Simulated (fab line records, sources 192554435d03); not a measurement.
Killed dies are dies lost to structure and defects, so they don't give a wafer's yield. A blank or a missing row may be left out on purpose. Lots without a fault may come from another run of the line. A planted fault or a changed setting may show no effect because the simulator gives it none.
Which tool did it? | flow n5_finfet | 9 lots, 27 wafers sampled, at 5 steps of a route of 1938

WHAT THE GAUGES READ, wafer by wafer
N5_BEOL_M4_RC_MEAS_101. Usual: CJ_N 4.34, standard deviation 0.095; DIBL_N 36.3 mV/V, standard deviation 1.1; DIBL_P 36.3 mV/V, standard deviation 1.4; IOFF_N 0.155 nA/um, standard deviation 0.019; IOFF_P 0.211 nA/um, standard deviation 0.027; ION_N 672 uA/um, standard deviation 8.5; ION_P 462 uA/um, standard deviation 5.8; RS_PWELL 3008 ohm/sq, standard deviation 26; SS_N 71.5 mV/dec, standard deviation 0.56; SS_P 73.3 mV/dec, standard deviation 0.52; VT_N 249.9 mV, standard deviation 2.5; VT_P -249.8 mV, standard deviation 2.8.
lot  | measured     | on        | CJ_N           | DIBL_N (mV/V)  | DIBL_P (mV/V)  | IOFF_N (nA/um)    | IOFF_P (nA/um)    | ION_N (uA/um) | ION_P (uA/um) | RS_PWELL (ohm/sq) | SS_N (mV/dec)  | SS_P (mV/dec)  | VT_N (mV)         | VT_P (mV)            | flag
L659 | day 9 18:11  | prober-01 | 4.28 4.31 4.38 | 37.5 37.8 35.0 | 38.2 39.5 35.7 | 0.185 0.200 0.143 | 0.238 0.248 0.190 | 676 675 670   | 460 459 463   | 3013 3025 3004    | 71.3 73.1 71.3 | 74.3 74.2 73.0 | 247.9 245.3 250.0 | -248.6 -248.1 -251.1 |
L660 | day 10 12:52 | prober-01 | 4.09 4.25 4.22 | 35.6 34.9 35.7 | 36.9 35.4 35.9 | 0.152 0.134 0.153 | 0.178 0.170 0.178 | 669 670 671   | 451 456 455   | 2987 3005 2987    | 71.1 71.3 72.0 | 73.6 73.3 73.3 | 248.7 249.2 251.5 | -253.7 -252.4 -253.4 |
L662 | day 10 22:22 | prober-01 | 4.31 4.29 4.31 | 37.2 36.5 35.9 | 37.1 36.6 35.2 | 0.172 0.161 0.140 | 0.244 0.243 0.227 | 676 672 669   | 472 467 469   | 3024 3065 3023    | 71.9 71.8 71.0 | 73.9 73.0 72.7 | 248.4 247.0 252.1 | -244.4 -247.3 -248.4 |
L666 | day 17 15:38 | prober-02 | 4.45 4.33 4.38 | 35.6 35.7 36.2 | 35.6 36.2 36.6 | 0.134 0.138 0.144 | 0.184 0.190 0.195 | 670 664 668   | 460 463 461   | 2993 3015 2999    | 71.4 71.3 71.4 | 73.3 72.7 73.2 | 250.1 251.8 250.7 | -253.3 -253.4 -251.7 |
L669 | day 14 12:06 | prober-01 | 4.39 4.45 4.29 | 37.2 38.5 36.4 | 36.9 38.1 36.1 | 0.151 0.178 0.139 | 0.183 0.206 0.181 | 670 664 658   | 455 452 447   | 2995 2986 2966    | 71.2 72.3 71.2 | 73.8 73.0 73.0 | 251.3 250.4 253.2 | -253.2 -249.8 -252.0 |
L676 | day 17 01:21 | prober-02 | 3.24 3.23 3.25 | 40.1 38.9 38.6 | 37.3 35.8 35.6 | 0.234 0.188 0.191 | 0.236 0.206 0.204 | 683 685 674   | 462 465 457   | 2698 2678 2714    | 72.7 72.5 72.8 | 73.9 73.1 73.6 | 244.9 251.5 249.5 | -248.3 -249.6 -249.6 | OFF
L678 | day 17 06:04 | prober-02 | 3.19 3.14 3.19 | 37.7 40.7 38.3 | 36.4 40.9 37.2 | 0.179 0.252 0.202 | 0.210 0.301 0.236 | 680 704 682   | 466 479 471   | 2695 2680 2693    | 72.3 72.8 71.9 | 72.9 74.0 73.1 | 249.1 242.0 245.3 | -250.0 -244.8 -247.0 | OFF
L679 | day 16 08:40 | prober-01 | 4.18 4.18 4.25 | 34.9 34.3 34.9 | 37.6 36.8 36.6 | 0.168 0.150 0.157 | 0.241 0.235 0.232 | 668 673 665   | 470 472 465   | 2974 3003 2973    | 70.4 71.7 71.8 | 73.3 73.1 72.6 | 247.3 249.5 251.7 | -247.3 -244.4 -248.7 |
L681 | day 16 04:41 | prober-02 | 4.35 4.45 4.32 | 37.2 38.7 37.2 | 36.6 36.8 35.6 | 0.171 0.196 0.161 | 0.241 0.250 0.223 | 678 671 674   | 467 461 464   | 3025 3025 3033    | 72.2 72.8 71.9 | 73.7 73.2 73.3 | 251.6 246.3 247.5 | -246.2 -246.9 -249.5 |

WHICH TOOL RAN EACH LOT (tool, then ch and the chambers of the sampled wafers, then the start)
lot  | N5_WELL_APT_IMPLANT_32         | N5_WELL_APT_EPI_41             | N5_PMOS_HMC_CHANNEL_EPI_STRIP_33  | N5_PMOS_HMC_CHANNEL_EPI_CMP_21
L659 | implanter-02 ch 0, day 1 21:24 | epi_rpcvd-03 ch 0, day 1 22:32 | rie_diel-06 ch 0,3, day 1 23:53   | cmp-04 ch 0,1,2, day 2 01:48
L660 | implanter-02 ch 0, day 2 03:44 | epi_rpcvd-04 ch 0, day 2 04:46 | rie_diel-01 ch 0,1,2, day 2 05:44 | cmp-03 ch 1,2,3, day 2 07:49
L662 | implanter-02 ch 0, day 2 15:25 | epi_rpcvd-04 ch 0, day 2 16:31 | rie_diel-03 ch 1,2,3, day 2 17:34 | cmp-04 ch 1,2, day 2 19:49
L666 | implanter-02 ch 0, day 3 15:14 | epi_rpcvd-03 ch 0, day 3 16:07 | rie_diel-06 ch 0,3, day 3 18:05   | cmp-02 ch 1,3, day 3 20:31
L669 | implanter-01 ch 0, day 4 09:40 | epi_rpcvd-03 ch 0, day 4 10:29 | rie_diel-06 ch 0,1,3, day 4 11:59 | cmp-03 ch 1,2,3, day 4 14:17
L676 | implanter-02 ch 0, day 6 03:33 | epi_rpcvd-03 ch 0, day 6 04:17 | rie_diel-01 ch 0,2,3, day 6 05:47 | cmp-03 ch 0,3, day 6 08:04
L678 | implanter-02 ch 0, day 6 15:47 | epi_rpcvd-03 ch 0, day 6 16:42 | rie_diel-01 ch 1,2,3, day 6 18:00 | cmp-03 ch 0,3, day 6 19:55
L679 | implanter-01 ch 0, day 6 21:27 | epi_rpcvd-02 ch 0, day 6 22:23 | rie_diel-06 ch 0,1,2, day 6 23:17 | cmp-02 ch 0,1,3, day 7 01:36
L681 | implanter-01 ch 0, day 7 09:37 | epi_rpcvd-03 ch 0, day 7 10:35 | rie_diel-03 ch 2,3, day 7 11:49   | cmp-03 ch 1,3, day 7 13:43
- N5_WELL_APT_IMPLANT_32
- N5_WELL_APT_EPI_41: deposits Si from SiH4/H2, target thk 50 nm, time 297.7 s.
- N5_PMOS_HMC_CHANNEL_EPI_STRIP_33: strips in N2/H2.
- N5_PMOS_HMC_CHANNEL_EPI_CMP_21: polishes SiGe30, target thk 54 nm.

WHAT THE TOOLS THEMSELVES READ (means of the sampled wafers that have a number; where no wafer has one, the mark that the record gives instead)
N5_WELL_APT_IMPLANT_32. Usual: beam_energy_keV 49.998, standard deviation 0.014; rotation_deg -0.002 degrees, standard deviation 0.021.
lot  | tool         | beam_energy_keV | rotation_deg (degrees) | flag
L659 | implanter-02 | 49.992          | 0.037                  |
L660 | implanter-02 | 49.988          | 0.017                  |
L662 | implanter-02 | 49.989          | 0.015                  |
L666 | implanter-02 | 50.011          | -0.024                 |
L669 | implanter-01 | 50.012          | -0.008                 |
L676 | implanter-02 | 72.331          | -0.025                 | OFF
L678 | implanter-02 | 72.316          | -0.017                 | OFF
L679 | implanter-01 | 49.990          | 0.013                  |
L681 | implanter-01 | 49.998          | -0.023                 |

N5_WELL_APT_EPI_41. Usual: lamp_inner_pct 13.9 %, standard deviation 2.4; susceptor_temp_C_max 651.6, standard deviation 0.57; throttle_valve_pct 11.3 %, standard deviation 0.34.
lot  | tool         | lamp_inner_pct (%) | susceptor_temp_C_max | throttle_valve_pct (%) | flag
L659 | epi_rpcvd-03 | 16.4               | 651.4                | 11.2                   |
L660 | epi_rpcvd-04 | 14.1               | 651.5                | 10.9                   |
L662 | epi_rpcvd-04 | 14.0               | 651.5                | 11.0                   |
L666 | epi_rpcvd-03 | 16.4               | 650.8                | 11.2                   |
L669 | epi_rpcvd-03 | 16.3               | 650.9                | 11.2                   |
L676 | epi_rpcvd-03 | 16.5               | 650.9                | 11.2                   |
L678 | epi_rpcvd-03 | 16.3               | 651.4                | 11.1                   |
L679 | epi_rpcvd-02 | 10.9               | 651.7                | 11.7                   |
L681 | epi_rpcvd-03 | 16.4               | 651.4                | 11.1                   |

N5_PMOS_HMC_CHANNEL_EPI_STRIP_33. Usual: drypump_motor_current_A 5.9 A, standard deviation 0.38; oes_product_au 0.80 a.u., standard deviation 0.092; rf_vpp_V 54.5 V, standard deviation 1.6; showerhead_plenum_p_Torr 3.36 Torr, standard deviation 0.1; throttle_valve_pct 18.9 %, standard deviation 0.32.
lot  | tool        | drypump_motor_current_A (A) | oes_product_au (a.u.) | rf_vpp_V (V) | showerhead_plenum_p_Torr (Torr) | throttle_valve_pct (%) | flag
L659 | rie_diel-06 | 6.0                         | 0.74                  | 53.2         | 3.31                            | 18.8                   |
L660 | rie_diel-01 | 5.6                         | 0.78                  | 54.0         | 3.32                            | 19.3                   |
L662 | rie_diel-03 | 5.8                         | 0.85                  | 55.1         | 3.40                            | 18.7                   |
L666 | rie_diel-06 | 6.3                         | 0.77                  | 54.5         | 3.41                            | 19.0                   |
L669 | rie_diel-06 | 6.2                         | 0.72                  | 54.3         | 3.34                            | 19.0                   |
L676 | rie_diel-01 | 5.7                         | 0.83                  | 55.2         | 3.39                            | 19.0                   |
L678 | rie_diel-01 | 5.8                         | 0.83                  | 55.0         | 3.35                            | 19.1                   |
L679 | rie_diel-06 | 6.1                         | 0.86                  | 55.2         | 3.40                            | 18.8                   |
L681 | rie_diel-03 | 6.0                         | 0.84                  | 55.0         | 3.36                            | 18.8                   |

N5_PMOS_HMC_CHANNEL_EPI_CMP_21. Usual: motor_current_A 12.2 A, standard deviation 1.1.
lot  | tool   | motor_current_A (A) | flag
L659 | cmp-04 | 12.7                |
L660 | cmp-03 | 12.0                |
L662 | cmp-04 | 12.4                |
L666 | cmp-02 | 12.0                |
L669 | cmp-03 | 12.0                |
L676 | cmp-03 | 12.1                |
L678 | cmp-03 | 12.0                |
L679 | cmp-02 | 11.3                |
L681 | cmp-03 | 12.5                |

THE ANSWER, worked out from the rows above alone
Rule: a lot is off if the mean of its wafers that have a number lies more than 3 standard deviations from the usual mean. A lot without any number at a reading at which 4 lots or more have one is off too. The other lots that the step has rows for count as sound. The gauges are gone through in route order, then the tools' own readings, and for those a lot's mean is taken as printed above. The first step at which some lot is off is used, and at that step the reading that is off furthest; a lot without a number counts as furthest.
Off: L676, L678, at N5_BEOL_M4_RC_MEAS_101 (CJ_N).
A tool fits if, at a process step before that reading, it ran every lot that is off, and no sound lot after the first of them. The gauges at N5_BEOL_M4_RC_MEAS_101 aren't tried: what is off there is off at N5_WELL_APT_IMPLANT_32 too, on other tools, and a gauge's error can't cause that. Can't be told from this: 2 tools fit, implanter-02 at N5_WELL_APT_IMPLANT_32, rie_diel-01 at N5_PMOS_HMC_CHANNEL_EPI_STRIP_33.

WHAT THE SIMULATOR HAD PUT IN
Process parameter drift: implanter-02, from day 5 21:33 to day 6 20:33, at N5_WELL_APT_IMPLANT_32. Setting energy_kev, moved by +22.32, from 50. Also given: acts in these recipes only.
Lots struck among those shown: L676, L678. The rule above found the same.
